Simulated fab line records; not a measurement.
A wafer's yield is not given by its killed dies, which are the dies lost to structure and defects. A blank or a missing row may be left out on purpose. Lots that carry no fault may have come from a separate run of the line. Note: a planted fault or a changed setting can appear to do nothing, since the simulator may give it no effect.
Struck lot and sound lot, side by side	flow nand harc	14 steps out of a route of 1302
Sound: wafers L501.3, L501.4, L501.6. Struck: wafer L502.2; the same lot's L502.3 was not struck, so it is left out; see the end for the cause.
At each step with rows: each side's tool, then ch and its chambers, then its first start. Under that, the readings that differ: sound wafers	struck wafers	difference of the means	sigmas: that difference in standard deviations of wafers without a fault.
alike: same words and numbers on both sides, and readings whose means sit less than 2 such deviations apart. not compared: any withheld reading, any reading some wafer has no value for, any bound like >300 that may hide the same value, and any number with overlapping values for which the record gives no deviation.
A row with sigmas, a row that says differs or no value, or rows on one side alone: a step with any of these is where the two part. Numbers that don't overlap but have no deviation are shown without sigmas and don't part them. Lack of a reading on every wafer of one side parts them only where that side has two or more wafers.

NHARC_P_M1_CMP_23: polishes, t overpolish 20 s, target thk 157.82 nm.
  sound on cmp-01 ch 1,2,3, day 11 06:25; struck on cmp-02 ch 0, day 11 14:26
  alike: motor current A, time to endpoint s
NHARC_P_M1_THK_MEAS_24: measures by xrf.
  sound on film metro-01, day 11 06:44; struck on film metro-01, day 11 14:44
  alike: thk nm
after that, 1 step had no rows for these wafers: NHARC_P_M1_SRD_25.
NHARC_P_M1_INSPECT_27:
  sound on defect inspect-01, day 11 06:53; struck on defect inspect-01, day 11 14:53
  alike: raw defect count
NHARC_P_M1_PRE_CLEAN_32: time 12 s.
  sound on pecvd-03 ch 0,1,2, day 11 06:59; struck on pecvd-03 ch 0, day 11 14:58
  alike: heater power w
NHARC_P_M1_DEP_33: deposits SiCN, target thk 30 nm.
  sound on pecvd-03 ch 0,1,2, day 11 07:07; struck on pecvd-03 ch 0, day 11 15:04
  alike: heater power w
then, 5 steps without rows for these wafers: NHARC_P_M2_DEP_00 (deposits SiOC, target thk 182.5 nm); NHARC_P_M2_DEHYDRATE_01 (time 120 s); NHARC_P_M2_HMDS_02 (time 30 s); NHARC_P_M2_COAT_34 (time 65 s); NHARC_P_M2_COAT_03 (resist thk 90 nm).
NHARC_P_M2_SOFTBAKE_04: time 55 s.
  sound on litho track-01 ch 0, day 11 07:00; struck on litho track-06 ch 0, day 11 15:00
reading	sound	struck	difference	sigmas
heater power total W (W)	188.44 188.77 188.32	212.58	+24.07	+99 or more
after that, 1 step had no rows for these wafers: NHARC_P_M2_EBR_05.
-- jump in the record: it breaks off in module P_M2 and resumes in module END (first step shown: number 1302 of the route), and 18 days separate the struck wafers' starts before and after --
NHARC_END_SORT_01:
  at this point the record logs the struck wafers (prober-02 ch 0, day 29 11:08) and has no rows for the sound ones

WHERE THEY PART
At NHARC_P_M2_SOFTBAKE_04 first; at NHARC_END_SORT_01 last (within this record only).

WHY: what had been put in by the simulator
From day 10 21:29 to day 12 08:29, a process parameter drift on litho track-06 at NHARC_P_M2_SOFTBAKE_04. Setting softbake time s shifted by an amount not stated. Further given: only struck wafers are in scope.
